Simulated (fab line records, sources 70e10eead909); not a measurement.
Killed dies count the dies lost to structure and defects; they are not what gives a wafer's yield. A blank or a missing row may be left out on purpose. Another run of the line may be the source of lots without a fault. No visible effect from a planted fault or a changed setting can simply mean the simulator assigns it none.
Matching of chambers / flow nand harc / NHARC_A_CHANNEL_FILL_D1_ALD_14 on ald hk-03 has 4 sister chambers
The step deposits SiO2, target thk 2.5 nm, pulse time 10 s, ald cycles 25. 16 wafers are shown with their chamber, then 8 later ones without.

## WAFERS WITH THEIR CHAMBER
wafer=L078.2; chamber=2; heater power w (W)=478; precursor pulse height rel=0.988
wafer=L078.4; chamber=0; heater power w (W)=521; precursor pulse height rel=0.973
wafer=L078.5; chamber=2; heater power w (W)=481; precursor pulse height rel=1.041
wafer=L080.1; chamber=0; heater power w (W)=536; precursor pulse height rel=1.001
wafer=L080.4; chamber=1; heater power w (W)=465; precursor pulse height rel=1.016
wafer=L080.5; chamber=3; heater power w (W)=540; precursor pulse height rel=1.025
wafer=L083.1; chamber=3; heater power w (W)=542; precursor pulse height rel=1.028
wafer=L083.4; chamber=1; heater power w (W)=469; precursor pulse height rel=1.016
wafer=L083.5; chamber=2; heater power w (W)=474; precursor pulse height rel=1.014
wafer=L085.3; chamber=1; heater power w (W)=468; precursor pulse height rel=0.967
wafer=L085.5; chamber=0; heater power w (W)=523; precursor pulse height rel=1.018
wafer=L085.6; chamber=1; heater power w (W)=469; precursor pulse height rel=1.008
wafer=L086.2; chamber=0; heater power w (W)=524; precursor pulse height rel=1.004
wafer=L086.4; chamber=3; heater power w (W)=550; precursor pulse height rel=0.998
wafer=L086.5; chamber=2; heater power w (W)=483; precursor pulse height rel=0.995
wafer=L087.2; chamber=1; heater power w (W)=463; precursor pulse height rel=1.009

SIGNATURES (means of the wafers above)
reading=heater power w; chamber 0=526.00; chamber 1=466.80; chamber 2=479.00; chamber 3=544.00; scatter within a chamber=4.73
reading=precursor pulse height rel; chamber 0=0.99900; chamber 1=1.00320; chamber 2=1.00950; chamber 3=1.01700; scatter within a chamber=0.0204
Rule: for each reading, subtract the chamber's mean from the wafer's reading, divide by that reading's scatter and square the result; add these up over the readings and take the root, which gives the wafer's distance from the chamber. The wafer belongs to the nearest chamber; if the next one is less than 2 further off, it can't be placed. The scatter: the root of (the sum of the squares of (reading less its chamber's mean) over the shown wafers, divided by (wafers less chambers)).

## WAFERS MISSING THEIR CHAMBER
wafer=L087.5; heater power w (W)=482; precursor pulse height rel=0.982
wafer=L087.6; heater power w (W)=471; precursor pulse height rel=1.015
wafer=L089.4; heater power w (W)=543; precursor pulse height rel=0.986
wafer=L089.5; heater power w (W)=477; precursor pulse height rel=0.998
wafer=L089.6; heater power w (W)=546; precursor pulse height rel=0.976
wafer=L092.3; heater power w (W)=464; precursor pulse height rel=1.005
wafer=L092.5; heater power w (W)=519; precursor pulse height rel=1.027
wafer=L092.6; heater power w (W)=460; precursor pulse height rel=1.013

## EACH ONE'S CHAMBER
wafer=L087.5; from the rows above=can't be placed: 2 or 1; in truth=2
wafer=L087.6; from the rows above=can't be placed: 1 or 2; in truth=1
wafer=L089.4; from the rows above=3; in truth=3
wafer=L089.5; from the rows above=can't be placed: 2 or 1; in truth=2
wafer=L089.6; from the rows above=3; in truth=3
wafer=L092.3; from the rows above=1; in truth=1
wafer=L092.5; from the rows above=0; in truth=0
wafer=L092.6; from the rows above=1; in truth=1
Placed correctly: 5 of 8. Not placeable from these rows: 3 (in 3, the candidates include the true chamber). Wrongly placed: 0.
